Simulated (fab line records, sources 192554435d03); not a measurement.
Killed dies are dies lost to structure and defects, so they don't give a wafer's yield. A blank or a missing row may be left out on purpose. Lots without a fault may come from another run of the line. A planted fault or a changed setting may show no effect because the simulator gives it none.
Chamber matching | flow n5_finfet | N5_BEOL_M15_STRIP_36 on rie_diel-01: 4 sister chambers
The step strips in O2. 14 wafers are shown with their chamber, then 7 later ones without.

WAFERS WITH THEIR CHAMBER
wafer  | chamber | drypump_motor_current_A (A) | showerhead_plenum_p_Torr (Torr) | throttle_valve_pct (%)
L074.1 | 3       | 6.4                         | 2.04                            | 16.51
L074.4 | 1       | 5.2                         | 2.06                            | 17.04
L074.5 | 0       | 4.8                         | 2.11                            | 16.44
L077.1 | 3       | 6.4                         | 2.04                            | 16.54
L077.2 | 1       | 5.2                         | 2.06                            | 17.05
L077.4 | 0       | 4.7                         | 2.11                            | 16.47
L078.1 | 0       | 4.7                         | 2.11                            | 16.42
L078.4 | 2       | 6.1                         | 2.02                            | 16.18
L078.6 | 0       | 4.7                         | 2.11                            | 16.47
L090.2 | 2       | 6.1                         | 2.01                            | 16.21
L090.3 | 0       | 4.8                         | 2.10                            | 16.50
L090.5 | 3       | 6.4                         | 2.03                            | 16.60
L088.1 | 1       | 5.2                         | 2.06                            | 16.60
L088.3 | 0       | 4.8                         | 2.10                            | 16.49

SIGNATURES (means of the wafers above)
reading                  | chamber 0 | chamber 1 | chamber 2 | chamber 3 | scatter within a chamber
drypump_motor_current_A  | 4.750     | 5.200     | 6.100     | 6.400     | 0.0387
showerhead_plenum_p_Torr | 2.1067    | 2.0600    | 2.0150    | 2.0367    | 0.005
throttle_valve_pct       | 16.4650   | 16.8967   | 16.1950   | 16.5500   | 0.119
Rule: a wafer's distance from a chamber is the root of the sum, over the readings, of the square of ((its reading less the chamber's mean) divided by the reading's scatter). The wafer belongs to the nearest chamber; if the next one is less than 2 further off, it can't be placed. The scatter: the root of (the sum of the squares of (reading less its chamber's mean) over the shown wafers, divided by (wafers less chambers)).

WAFERS WITHOUT THEIR CHAMBER
wafer  | drypump_motor_current_A (A) | showerhead_plenum_p_Torr (Torr) | throttle_valve_pct (%)
L088.4 | 5.2                         | 2.05                            | 16.62
L093.3 | 4.8                         | 2.10                            | 16.53
L093.4 | 6.1                         | 2.01                            | 16.24
L093.6 | 6.1                         | 2.01                            | 16.23
L095.2 | 5.2                         | 2.05                            | 16.62
L095.3 | 6.4                         | 2.03                            | 16.57
L095.4 | 6.1                         | 2.01                            | 16.24

WHICH CHAMBER EACH WENT THROUGH
wafer  | from the rows above | in truth
L088.4 | 1                   | 1
L093.3 | 0                   | 0
L093.4 | 2                   | 2
L093.6 | 2                   | 2
L095.2 | 1                   | 1
L095.3 | 3                   | 3
L095.4 | 2                   | 2
Placed correctly: 7 of 7. Can't be placed from these rows: 0. Placed wrongly: 0.
